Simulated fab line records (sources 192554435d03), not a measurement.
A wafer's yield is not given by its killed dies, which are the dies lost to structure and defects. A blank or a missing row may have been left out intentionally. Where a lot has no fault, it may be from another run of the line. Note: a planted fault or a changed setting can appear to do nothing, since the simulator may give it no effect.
fab line records	flow n5-finfet
record lots=6	wafers=18	last-day=19
route steps=1938 shown BEOL_M4@1088 PASSIVATION@1936
lots that met no fault: taken from a fault-free run of the same line
start-h: hours from the record's first day to the start of the lot's first wafer shown	wait-h: hours elapsed since this lot's preceding step	" same as the row above	L1.1+2: several wafers, shown together as one row	- either no value or no given start	* or withheld: withheld	< > ~ a bound
route shown NAME@n: NAME is a module with steps in the file, n the number in the route of the first one	usual: mean/standard deviation of fault-free wafers	same: alike in all rows	chamber/n: place in a boat	sites: readings site by site	_std_site: standard deviation of those values	_edge_site: mean of outer sites minus mean of inner sites	radius-mm: how far each site lies from the wafer's centre	mask NAME#n: copy n	behind: the last tool/chamber to shape the wafer	hold: reason for holding the lot/hours on hold/outcome of the hold	device: the n, p or np transistor that did not switch	end of line: tests run on the same wafers once the route is complete	for a step that has no rows: nothing shown but its recipe	killed: not the wafer's yield, but the dies lost to structure and defects at the first sort	map: dies across one wafer; x = killed, . = not, _ = none there
set.NAME: setting as actually run; set.NAME@STEP: the setting as run at that earlier step	model.NAME: the simulator's own value behind a step, which no gauge read
lots at some steps of the route; a table a step, a row a wafer
## steps
# step N5_BEOL_M4_SPUTTER_81
# recipe material=Cu	target-thk-a=45	temp-c=-20	chamber-pressure-pa=0.07	power-w=withheld	time-s=8.29
# usual chamber-pressure-pa=0.06999/0.00014	chuck-gas-flow-sccm=1.27/0.054	substrate-temp-c=-20.01/0.1	throttle-valve-pct=30.4/0.97
lot.wafer	tool	chamber	start-h	wait-h	chamber-pressure-pa	chuck-gas-flow-sccm	substrate-temp-c	throttle-valve-pct
L153.2	pvd-sputter-02	-	236.07	0.1	0.07008	1.29	-19.99	29.7
L153.4	"	-	"	"	0.06984	1.24	-20.17	29.6
L153.5	"	-	"	"	0.07007	1.37	-20.01	29.7
L156.2	pvd-sputter-03	-	267.15	0.1	0.07	1.26	-20.22	31.2
L156.4	"	-	"	"	0.07009	1.24	-19.95	30.6
L156.6	"	-	"	"	0.07027	1.29	-19.94	32.0
L159.2	pvd-sputter-01	-	271.37	0.1	0.07007	1.25	-19.95	29.6
L159.3	"	-	"	"	0.07011	1.26	-20.06	28.3
L159.5	"	-	"	"	0.07004	1.28	-20.14	28.4
L162.2	pvd-sputter-01	-	280.28	0.1	0.07017	1.23	-20.02	30.3
L162.3	"	-	"	"	0.06993	1.28	-19.93	28.4
L162.6	"	-	"	"	0.06969	1.30	-20.06	29.6
L165.1	pvd-sputter-03	-	297.96	0.1	0.07002	1.18	-20.12	30.9
L165.2	"	-	"	"	0.06984	1.27	-19.96	32.1
L165.6	"	-	"	"	0.0702	1.32	-19.78	32.1
L166.3	pvd-sputter-02	-	317.88	0.1	0.06995	1.25	-20.03	29.6
L166.4	"	-	"	"	0.06993	1.23	-19.97	31.1
L166.6	"	-	"	"	0.07003	1.31	-20.03	29.7
# step N5_BEOL_M4_ANNEAL_82
# recipe temp-c=400	time-s=240	ambient=vacuum
# step N5_BEOL_M4_SPUTTER_86
# recipe material=Cu	target-thk-a=45	temp-c=-20	chamber-pressure-pa=0.07	power-w=withheld	time-s=8.29
# usual chamber-pressure-pa=0.07/0.00014	chuck-gas-flow-sccm=1.26/0.053	substrate-temp-c=-20.01/0.12	throttle-valve-pct=30.4/0.97
lot.wafer	tool	chamber	start-h	wait-h	chamber-pressure-pa	chuck-gas-flow-sccm	substrate-temp-c	throttle-valve-pct
L153.2	pvd-sputter-02	-	236.29	0.1	0.06976	1.38	-20.05	29.8
L153.4	"	-	"	"	0.0702	1.34	-20.08	29.9
L153.5	"	-	"	"	0.06981	1.35	-19.95	30.0
L156.2	pvd-sputter-03	-	267.37	0.1	0.07014	1.29	-19.93	31.4
L156.4	"	-	"	"	0.06992	1.26	-19.98	30.5
L156.6	"	-	"	"	0.07029	1.16	-19.99	32.1
L159.2	pvd-sputter-01	-	271.59	0.1	0.07003	1.28	-19.93	29.6
L159.3	"	-	"	"	0.06986	1.26	-20.01	28.5
L159.5	"	-	"	"	0.07013	1.24	-19.99	28.4
L162.2	pvd-sputter-01	-	280.50	0.1	0.06985	1.21	-20.11	30.3
L162.3	"	-	"	"	0.07023	1.27	-19.82	28.1
L162.6	"	-	"	"	0.06981	1.31	-19.82	29.8
L165.1	pvd-sputter-03	-	298.18	0.1	0.07001	1.26	-20.01	30.7
L165.2	"	-	"	"	0.06997	1.29	-19.99	32.3
L165.6	"	-	"	"	0.07007	1.30	-19.83	32.3
L166.3	pvd-sputter-02	-	318.10	0.1	0.07009	1.30	-19.93	29.8
L166.4	"	-	"	"	0.07005	1.20	-19.93	30.8
L166.6	"	-	"	"	0.06997	1.25	-20.01	29.5
# step N5_BEOL_M4_ANNEAL_87
# recipe temp-c=400	time-s=240	ambient=vacuum
# step N5_BEOL_M4_SPUTTER_88
# recipe material=Cu	target-thk-a=45	temp-c=-20	chamber-pressure-pa=0.07	power-w=withheld	time-s=8.29
# step N5_BEOL_M4_ANNEAL_89
# recipe temp-c=400	time-s=240	ambient=vacuum
# step N5_BEOL_M4_SPUTTER_90
# recipe material=Cu	target-thk-a=45	temp-c=-20	chamber-pressure-pa=0.07	power-w=withheld	time-s=8.29
# step N5_BEOL_M4_ANNEAL_91
# recipe temp-c=400	time-s=240	ambient=vacuum
# step N5_BEOL_M4_SPUTTER_92
# recipe material=Cu	target-thk-a=45	temp-c=-20	chamber-pressure-pa=0.07	power-w=withheld	time-s=8.29
# step N5_BEOL_M4_ANNEAL_93
# recipe temp-c=400	time-s=240	ambient=vacuum
# usual heater-power-w=843/100
lot.wafer	tool	chamber	start-h	wait-h	heater-power-w
L153.2	pvd-sputter-02	-	237.03	0.0	877
L153.4	"	-	"	"	704
L153.5	"	-	"	"	903
L156.2	pvd-sputter-03	-	268.11	0.0	797
L156.4	"	-	"	"	888
L156.6	"	-	"	"	808
L159.2	pvd-sputter-01	-	272.33	0.0	865
L159.3	"	-	"	"	772
L159.5	"	-	"	"	751
L162.2	pvd-sputter-01	-	281.24	0.0	1130
L162.3	"	-	"	"	756
L162.6	"	-	"	"	840
L165.1	pvd-sputter-03	-	298.92	0.0	889
L165.2	"	-	"	"	785
L165.6	"	-	"	"	778
L166.3	pvd-sputter-02	-	318.84	0.0	773
L166.4	"	-	"	"	992
L166.6	"	-	"	"	703
# step N5_BEOL_M4_SPUTTER_94
# recipe material=Cu	target-thk-a=45	temp-c=-20	chamber-pressure-pa=0.07	power-w=withheld	time-s=8.29
# usual chamber-pressure-pa=0.07/0.00012	chuck-gas-flow-sccm=1.26/0.056	substrate-temp-c=-19.98/0.11	throttle-valve-pct=30.4/0.95
lot.wafer	tool	chamber	start-h	wait-h	chamber-pressure-pa	chuck-gas-flow-sccm	substrate-temp-c	throttle-valve-pct
L153.2	pvd-sputter-02	-	237.17	0.1	0.07008	1.29	-19.87	29.7
L153.4	"	-	"	"	0.07001	1.22	-19.99	29.7
L153.5	"	-	"	"	0.07006	1.28	-19.82	29.9
L156.2	pvd-sputter-03	-	268.25	0.1	0.06993	1.32	-19.96	31.1
L156.4	"	-	"	"	0.06984	1.26	-19.99	30.5
L156.6	"	-	"	"	0.06998	1.25	-20.02	31.8
L159.2	pvd-sputter-01	-	272.47	0.1	0.06978	1.19	-20.08	29.4
L159.3	"	-	"	"	0.07006	1.34	-20.02	28.6
L159.5	"	-	"	"	0.06997	1.28	-20.05	28.6
L162.2	pvd-sputter-01	-	281.38	0.1	0.06987	1.20	-20.03	30.4
L162.3	"	-	"	"	0.07024	1.22	-20.14	28.4
L162.6	"	-	"	"	0.06992	1.22	-20.10	29.2
L165.1	pvd-sputter-03	-	299.06	0.1	0.06987	1.29	-20.07	30.6
L165.2	"	-	"	"	0.07011	1.25	-19.92	32.1
L165.6	"	-	"	"	0.07003	1.33	-19.86	31.9
L166.3	pvd-sputter-02	-	318.98	0.1	0.06995	1.19	-19.91	29.2
L166.4	"	-	"	"	0.07028	1.31	-20.04	31.0
L166.6	"	-	"	"	0.07006	1.37	-20.01	29.7
# step N5_BEOL_M4_ANNEAL_95
# recipe temp-c=400	time-s=240	ambient=vacuum
# usual heater-power-w=844/100
lot.wafer	tool	chamber	start-h	wait-h	heater-power-w
L153.2	pvd-sputter-02	-	237.25	0.0	894
L153.4	"	-	"	"	712
L153.5	"	-	"	"	872
L156.2	pvd-sputter-03	-	268.33	0.0	795
L156.4	"	-	"	"	923
L156.6	"	-	"	"	795
L159.2	pvd-sputter-01	-	272.55	0.0	875
L159.3	"	-	"	"	766
L159.5	"	-	"	"	775
L162.2	pvd-sputter-01	-	281.46	0.0	1130
L162.3	"	-	"	"	751
L162.6	"	-	"	"	877
L165.1	pvd-sputter-03	-	299.14	0.0	907
L165.2	"	-	"	"	790
L165.6	"	-	"	"	776
L166.3	pvd-sputter-02	-	319.06	0.0	765
L166.4	"	-	"	"	997
L166.6	"	-	"	"	714
# step N5_BEOL_M4_SPUTTER_96
# recipe material=Cu	target-thk-a=45	temp-c=-20	chamber-pressure-pa=0.07	power-w=withheld	time-s=8.29
# usual chamber-pressure-pa=0.06997/0.00015	chuck-gas-flow-sccm=1.26/0.056	substrate-temp-c=-20.01/0.11	throttle-valve-pct=30.4/0.95
lot.wafer	tool	chamber	start-h	wait-h	chamber-pressure-pa	chuck-gas-flow-sccm	substrate-temp-c	throttle-valve-pct
L153.2	pvd-sputter-02	-	237.39	0.1	0.06998	1.31	-20.21	29.8
L153.4	"	-	"	"	0.06992	1.31	-19.90	29.8
L153.5	"	-	"	"	0.06975	1.43	-20.12	29.8
L156.2	pvd-sputter-03	-	268.47	0.1	-	-	-	-
L156.4	"	-	"	"	-	-	-	-
L156.6	"	-	"	"	-	-	-	-
L159.2	pvd-sputter-01	-	272.69	0.1	-	-	-	-
L159.3	"	-	"	"	-	-	-	-
L159.5	"	-	"	"	-	-	-	-
L162.2	pvd-sputter-01	-	281.60	0.1	0.06969	1.16	-20.05	30.3
L162.3	"	-	"	"	0.06993	1.26	-20.01	28.2
L162.6	"	-	"	"	0.06998	1.21	-20.05	29.5
L166.3	pvd-sputter-02	-	319.20	0.1	0.0701	1.25	-19.92	29.7
L166.4	"	-	"	"	0.06985	1.30	-20.04	30.9
L166.6	"	-	"	"	0.07004	1.16	-20.00	29.5
L165.1	pvd-sputter-03	-	339.34	40.1	0.06992	1.20	-20.02	30.3
L165.2	"	-	"	"	0.06986	1.29	-20.10	31.9
L165.6	"	-	"	"	0.06994	1.21	-20.03	32.1
# step N5_BEOL_M4_ECD_50
# recipe material=Cu	target-thk-a=3000
# step N5_BEOL_M4_RC_MEAS_101
# usual DIBL_N=36.6/2.1	DIBL_P=36.5/2.7	IOFF_N=0.17/0.043	IOFF_P=0.22/0.045	ION_N=674/17	ION_P=461/9.9	SS_N=71.7/0.79	SS_P=73.4/0.79	VT_N=249/4	VT_P=-250/3.3
lot.wafer	tool	chamber	start-h	wait-h	DIBL_N[mV/V]	DIBL_P[mV/V]	IOFF_N[nA/um]	IOFF_P[nA/um]	ION_N[uA/um]	ION_P[uA/um]	SS_N[mV/dec]	SS_P[mV/dec]	VT_N[mV]	VT_P[mV]
L153.2	prober-01	0	238.64	0.2	34.2	32.1	0.12	0.17	669	460	70.4	73.7	253	-252
L153.4	"	0	"	"	36.5	35.2	0.16	0.21	669	464	71.3	72.4	249	-249
L153.5	"	0	"	"	34.8	32.7	0.12	0.17	659	457	71.3	72.1	254	-254
L156.2	prober-02	0	270.02	0.2	35.3	35.3	0.13	0.20	658	458	72.1	73.5	253	-251
L156.4	"	0	"	"	31.7	32.5	0.10	0.16	659	458	70.4	72.1	259	-252
L156.6	"	0	"	"	33.7	34.8	0.12	0.19	655	465	71.2	73.1	254	-251
L159.2	prober-02	0	274.16	0.2	34.9	36.4	0.14	0.20	674	472	70.8	73.4	251	-248
L159.3	"	0	"	"	38.0	39.6	0.18	0.24	679	462	72.4	74.1	248	-249
L159.5	"	0	"	"	39.4	41.1	0.20	0.27	668	459	72.8	74.0	248	-247
L162.2	prober-01	0	282.97	0.2	37.2	37.1	0.17	0.24	668	456	71.3	73.7	249	-245
L162.3	"	0	"	"	39.4	41.0	0.26	0.31	711	484	71.9	74.3	242	-247
L162.6	"	0	"	"	35.5	35.6	0.14	0.21	658	458	70.4	73.3	251	-248
L166.3	prober-02	0	320.61	0.3	38.0	35.6	0.18	0.20	674	451	72.4	73.7	249	-249
L166.4	"	0	"	"	35.6	33.7	0.13	0.17	678	462	71.6	73.0	254	-253
L166.6	"	0	"	"	36.6	31.5	0.16	0.15	646	442	73.1	72.5	257	-253
L165.1	prober-02	0	340.49	0.0	35.9	32.9	0.12	0.15	661	450	71.2	72.7	254	-257
L165.2	"	0	"	"	36.8	34.8	0.13	0.16	659	450	71.7	73.7	255	-255
L165.6	"	0	"	"	37.4	35.9	0.16	0.19	685	461	72.0	73.0	251	-252
# step N5_PASSIVATION_PROBE_49
# usual defect-limited-yield=91.5/1.7	killed_at_M0_to_M3=33/11	killed_at_M4_up=13/5.2	killed-at-contacts=11/5.7	killed-at-front-end=39/11	killed-at-other=4/3	killed-dies=101/20	killed-open=66/15	killed-short=33/8.4	sort_bin_5_function=5.0/1.1	sort_bin_6_memory=3.2/0.69	sort_bin_8_speed=0.1/0.52	sort-n-pass=1078/20	sort-yield-pct=91.4/1.7
# same gross-dies=1180	killed-at-back-side=0	sort_bin_4_leakage[%]=0
lot.wafer	tool	chamber	start-h	wait-h	defect-limited-yield[%]	killed_at_M0_to_M3	killed_at_M4_up	killed-at-contacts	killed-at-front-end	killed-at-other	killed-dies	killed-open	killed-short	sort_bin_5_function[%]	sort_bin_6_memory[%]	sort_bin_8_speed[%]	sort-n-pass	sort-yield-pct[%]
L156.2	prober-02	-	371.51	0.1	91.5	39	5	5	51	0	100	62	36	5.2	2.9	0	1080	91.5
L156.4	prober-02	-	371.61	0.2	92.4	41	18	8	21	2	90	58	24	4.4	2.8	0	1090	92.4
L156.6	prober-02	-	371.71	0.3	90.4	56	16	7	33	1	113	72	31	5.8	3.5	0	1067	90.4
L159.2	prober-02	-	385.98	0.1	91.6	13	25	14	41	6	99	53	37	4.7	3.2	0	1081	91.6
L159.3	prober-02	-	386.03	0.1	91.6	26	19	8	39	7	99	55	39	5.6	2.7	0	1081	91.6
L159.5	prober-02	-	386.13	0.2	91.0	27	16	16	39	8	106	77	25	5.4	3.2	0	1074	91.0
# killed by level:class
L156.2 FIN_SAQP:geometric-particle:short=13 BEOL_M2:geometric-particle:open=13 BEOL_M3:geometric-particle:open=9 STI_FIN_REVEAL:geometric-particle:open=8 FIN_SAQP:geometric-particle:open=7 DUMMY_GATE:geometric-particle:open=5 MOL_CONTACT_COAG:geometric-particle:open=5 BEOL_M0_SAQP:geometric-particle:short=5
L156.4 BEOL_M3:geometric-particle:open=13 GATE_CUT:geometric-particle:short=7 MOL_CONTACT_COAG:geometric-particle:open=7 BEOL_M1:geometric-particle:open=7 STI_FIN_REVEAL:geometric-particle:open=6 BEOL_M0_SAQP:geometric-particle:short=6 BEOL_M4:geometric-particle:open=6 BEOL_M4:interface-void-opened=6
L156.6 STI_FIN_REVEAL:geometric-particle:open=15 BEOL_M2:geometric-particle:open=15 BEOL_M3:geometric-particle:open=14 BEOL_M0_SAQP:geometric-particle:open=10 BEOL_M4:interface-void-opened=9 BEOL_M0_SAQP:geometric-particle:short=6 MOL_CONTACT_COAG:geometric-particle:open=4 STI_FIN_REVEAL:geometric-particle:short=3
L159.2 FIN_SAQP:geometric-particle:short=12 STI_FIN_REVEAL:geometric-particle:open=12 MOL_CONTACT_COAG:geometric-particle:open=10 BEOL_M4:interface-void-opened=9 FIN_SAQP:geometric-particle:open=5 BEOL_M5:geometric-particle:open=5 BEOL_M4:geometric-particle:short=4 GATE_CUT:geometric-particle:short=4
L159.3 FIN_SAQP:geometric-particle:short=15 FIN_SAQP:geometric-particle:open=9 BEOL_M0_SAQP:geometric-particle:short=9 BEOL_M0_SAQP:geometric-particle:open=6 MOL_CONTACT_COAG:geometric-particle:open=5 BEOL_M5:geometric-particle:open=5 BEOL_M3:geometric-particle:open=4 BEOL_M4:geometric-particle:open=4
L159.5 MOL_CONTACT_COAG:geometric-particle:open=16 FIN_SAQP:geometric-particle:open=9 STI_FIN_REVEAL:geometric-particle:open=7 BEOL_M3:geometric-particle:open=6 BEOL_M4:geometric-particle:open=6 FIN_SAQP:geometric-particle:short=5 BEOL_M0_SAQP:geometric-particle:open=5 BEOL_M0_SAQP:geometric-particle:short=5
## key
first-sign step=N5_BEOL_M4_SPUTTER_96	reading=tool-record	direction=missing
effect none on later readings
met-at N5_BEOL_M4_SPUTTER_96
struck-wafers L156.2,L156.4,L156.6,L159.2,L159.3,L159.5
fault kind=skipped-step-whole	tool=pvd-sputter-01,pvd-sputter-03	chamber=-	onset-h=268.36	steps=N5_BEOL_M4_SPUTTER_96	scope=struck-lots-only
